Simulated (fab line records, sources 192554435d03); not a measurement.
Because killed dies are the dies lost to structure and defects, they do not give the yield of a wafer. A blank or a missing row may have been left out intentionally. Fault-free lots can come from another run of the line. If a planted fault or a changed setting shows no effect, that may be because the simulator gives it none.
Matching of chambers :: flow n5_finfet :: N5_BEOL_M4_PRE_CLEAN_60 on cvd_co-02 has 3 sister chambers
The step time 15 s. 6 wafers are shown with their chamber, then 10 later ones without.

WAFERS WITH THEIR CHAMBER
wafer: L075.6
chamber: 2
heater_power_outer_w (W): 17
heater_power_w (W): 93

wafer: L085.4
chamber: 0
heater_power_outer_w (W): 25
heater_power_w (W): 80

wafer: L086.3
chamber: 0
heater_power_outer_w (W): 25
heater_power_w (W): 79

wafer: L086.5
chamber: 1
heater_power_outer_w (W): 9
heater_power_w (W): 71

wafer: L088.1
chamber: 1
heater_power_outer_w (W): 9
heater_power_w (W): 73

wafer: L088.3
chamber: 2
heater_power_outer_w (W): 18
heater_power_w (W): 91

WAFERS WITH NO CHAMBER GIVEN
wafer: L088.4
heater_power_outer_w (W): 9
heater_power_w (W): 71

wafer: L090.1
heater_power_outer_w (W): 24
heater_power_w (W): 78

wafer: L090.2
heater_power_outer_w (W): 9
heater_power_w (W): 72

wafer: L090.5
heater_power_outer_w (W): 18
heater_power_w (W): 95

wafer: L094.2
heater_power_outer_w (W): 18
heater_power_w (W): 94

wafer: L094.3
heater_power_outer_w (W): 9
heater_power_w (W): 72

wafer: L094.5
heater_power_outer_w (W): 25
heater_power_w (W): 81

wafer: L095.1
heater_power_outer_w (W): 18
heater_power_w (W): 95

wafer: L095.3
heater_power_outer_w (W): 24
heater_power_w (W): 80

wafer: L095.4
heater_power_outer_w (W): 24
heater_power_w (W): 79

WHICH CHAMBER EACH ONE RAN IN
wafer: L088.4
from the rows above: 1
in truth: 1

wafer: L090.1
from the rows above: 0
in truth: 0

wafer: L090.2
from the rows above: 1
in truth: 1

wafer: L090.5
from the rows above: 2
in truth: 2

wafer: L094.2
from the rows above: 2
in truth: 2

wafer: L094.3
from the rows above: 1
in truth: 1

wafer: L094.5
from the rows above: 0
in truth: 0

wafer: L095.1
from the rows above: 2
in truth: 2

wafer: L095.3
from the rows above: 0
in truth: 0

wafer: L095.4
from the rows above: 0
in truth: 0
10 of 10 placed correctly. From these rows, 0 cannot be placed. Wrongly placed: 0.
How it was worked out, from the rows above alone: a wafer's distance from a chamber is the root of the sum, over the readings, of the square of ((its reading less the chamber's mean) divided by the reading's scatter). If the next closest chamber is less than 2 further off than the closest, the wafer can't be placed; otherwise it belongs to the closest. A chamber's mean is the mean of its shown wafers. The scatter is the square root of a quotient: the sum, over the shown wafers, of each reading's squared deviation from its chamber's mean, divided by wafers minus chambers.
